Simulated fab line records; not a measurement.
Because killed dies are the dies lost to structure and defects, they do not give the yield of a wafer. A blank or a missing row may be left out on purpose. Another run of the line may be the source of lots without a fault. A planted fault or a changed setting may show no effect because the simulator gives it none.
Which tool was responsible? | flow nand_harc | 42 wafers from 15 lots sampled at 5 of the route's 1302 steps

== WHAT THE GAUGES READ, wafer by wafer ==
NHARC_A_ONON_D2_THK_MEAS_08: measures by ellipsometry.
lot  | measured     | on            | thk_nm (nm)
L455 | day 12 18:07 | film_metro-02 | 1008 1007 1009
L456 | day 12 18:09 | film_metro-01 | 997 997 999
L457 | day 13 13:25 | film_metro-01 | 1000 998 1000
L458 | day 14 03:57 | film_metro-01 | 1009 1008 1007
L459 | day 14 06:08 | film_metro-02 | 991 989 990
L460 | day 14 21:05 | film_metro-01 | 995 996 994
L461 | day 15 03:12 | film_metro-01 | 993 993 992
L462 | day 15 09:34 | film_metro-02 | 1010 1013 1012
L463 | day 16 00:52 | film_metro-02 | 995 996 996
L464 | day 16 00:55 | film_metro-01 | 996 996 995
L468 | day 17 19:19 | film_metro-02 | 1015 1014 1014
L469 | day 18 12:10 | film_metro-01 | 1016 1014
L471 | day 19 15:50 | film_metro-02 | 995 996
L473 | day 20 05:15 | film_metro-01 | 1010 1007
L478 | day 21 18:55 | film_metro-02 | 991 992 991

NHARC_A_ONON_D2_THK_MEAS_11: measures by ellipsometry.
lot  | measured     | on            | thk_nm (nm)
L455 | day 12 18:41 | film_metro-01 | 1000 999 998
L456 | day 12 18:43 | film_metro-02 | 987 987 987
L457 | day 13 13:59 | film_metro-01 | 1010 1010 1010
L458 | day 14 04:31 | film_metro-02 | 1026 1025 1024
L459 | day 14 06:42 | film_metro-01 | 1004 1003 1004
L460 | day 14 21:38 | film_metro-01 | 1006 1007 1007
L461 | day 15 03:46 | film_metro-01 | 986 987 985
L462 | day 15 10:08 | film_metro-01 | 1004 1005 1003
L463 | day 16 01:26 | film_metro-02 | 986 986 986
L464 | day 16 01:29 | film_metro-01 | 994 994 994
L468 | day 17 19:53 | film_metro-02 | 1004 1000 1002
L469 | day 18 12:50 | film_metro-02 | 995 994
L471 | day 19 16:25 | film_metro-01 | 988 990
L473 | day 20 05:49 | film_metro-01 | 1007 1007
L478 | day 21 19:28 | film_metro-02 | 986 985 987

NHARC_A_ONON_D2_THK_MEAS_14: measures by ellipsometry.
lot  | measured     | on            | thk_nm (nm)
L455 | day 12 19:15 | film_metro-01 | 1014 1013 1015
L456 | day 12 19:17 | film_metro-01 | 1008 1008 1009
L457 | day 13 14:33 | film_metro-02 | 986 985 986
L458 | day 14 05:05 | film_metro-01 | 983 983 985
L459 | day 14 07:16 | film_metro-02 | 1001 1002 1002
L460 | day 14 22:13 | film_metro-02 | 1007 1006 1005
L461 | day 15 04:20 | film_metro-01 | 986 985 986
L462 | day 15 10:43 | film_metro-02 | 994 993 994
L463 | day 16 02:00 | film_metro-01 | 983 983 982
L464 | day 16 02:03 | film_metro-02 | 998 998 998
L468 | day 17 20:26 | film_metro-01 | 1001 1004 1003
L469 | day 18 13:25 | film_metro-02 | 669 985
L471 | day 19 16:58 | film_metro-01 | 1020 701
L473 | day 20 06:23 | film_metro-01 | 691 692
L478 | day 21 20:03 | film_metro-02 | 1008 1007 1008

NHARC_END_SORT_01.
lot  | measured     | on        | killed_at_array | killed_at_other | killed_at_periphery | killed_dies | killed_open | killed_short
L469 | day 30 07:26 | prober-01 | 672 48          | 0 1             | 5 1                 | 677 50      | 7 1         | 6 8
L471 | day 31 00:44 | prober-01 | 91 672          | 1 0             | 5 5                 | 97 677      | 3 4         | 2 2
L473 | day 32 06:52 | prober-01 | 669 669         | 4 0             | 4 8                 | 677 677     | 4 4         | 3 2

== TOOL THAT RAN EACH LOT (tool first, then ch and the chambers of the sampled wafers, then the start) ==
lot  | NHARC_A_ONON_D2_DEP_12
L455 | pecvd_onon-04 ch 0, day 12 18:52
L456 | pecvd_onon-03 ch 0, day 12 18:53
L457 | pecvd_onon-04 ch 0, day 13 14:02
L458 | pecvd_onon-03 ch 0, day 14 04:38
L459 | pecvd_onon-03 ch 0, day 14 06:46
L460 | pecvd_onon-02 ch 0, day 14 21:42
L461 | pecvd_onon-02 ch 0, day 15 03:49
L462 | pecvd_onon-02 ch 0, day 15 10:15
L463 | pecvd_onon-03 ch 0, day 16 01:33
L464 | pecvd_onon-04 ch 0, day 16 01:39
L468 | pecvd_onon-03 ch 0, day 17 19:56
L469 | pecvd_onon-02 ch 0, day 18 12:58
L471 | pecvd_onon-02 ch 0, day 19 16:38
L473 | pecvd_onon-02 ch 0, day 20 05:56
L478 | pecvd_onon-03 ch 0, day 21 19:39
- NHARC_A_ONON_D2_DEP_12: target thk 1000 nm.

== AS READ BY THE TOOLS THEMSELVES (means over the sampled wafers that have a number; for cases with no such wafer, the mark the record gives instead) ==
The record holds no such reading with a usual standard deviation.

== THE ANSWER, worked out from the rows above alone ==
Rule: the usual values come from the lots themselves. Put in order of their means at a reading, lots are off if they are a third of the lots or fewer, leave a main group of 4 or more, and stand apart from it by a gap of 3 or more times the standard deviation of the main group's means; of several such gaps the widest counts. The tables above print the reading to a certain number of digits; a main group whose means all agree to those digits is not used. A lot without any number at a reading at which 4 lots or more have one is off too. Where the step has rows for the other lots, those lots are counted as sound. Order of review: gauges by route order, followed by the tools' own readings, for which a lot's mean as printed above is used. At the first step where some lot is off, the reading lying furthest off is the one used; lots without a number count as furthest.
Off, at NHARC_A_ONON_D2_THK_MEAS_14 on thk_nm: L469, L471, L473. The main group has a mean of 997 nm with a standard deviation of 10.
A tool fits if, at a process step before that reading, it ran every lot that is off, and no sound lot after the first of them. Gauges at NHARC_A_ONON_D2_THK_MEAS_14: tried the same way as those tools. One fits: pecvd_onon-02 at NHARC_A_ONON_D2_DEP_12. A fault onset in the window from L462 (day 15 10:15, its last sound lot) to L469 (day 18 12:58, its first lot off) fits.

== WHAT THE SIMULATOR HAD PUT IN ==
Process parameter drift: pecvd_onon-02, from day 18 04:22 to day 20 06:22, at NHARC_A_ONON_D2_DEP_12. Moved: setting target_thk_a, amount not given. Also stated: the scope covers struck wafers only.
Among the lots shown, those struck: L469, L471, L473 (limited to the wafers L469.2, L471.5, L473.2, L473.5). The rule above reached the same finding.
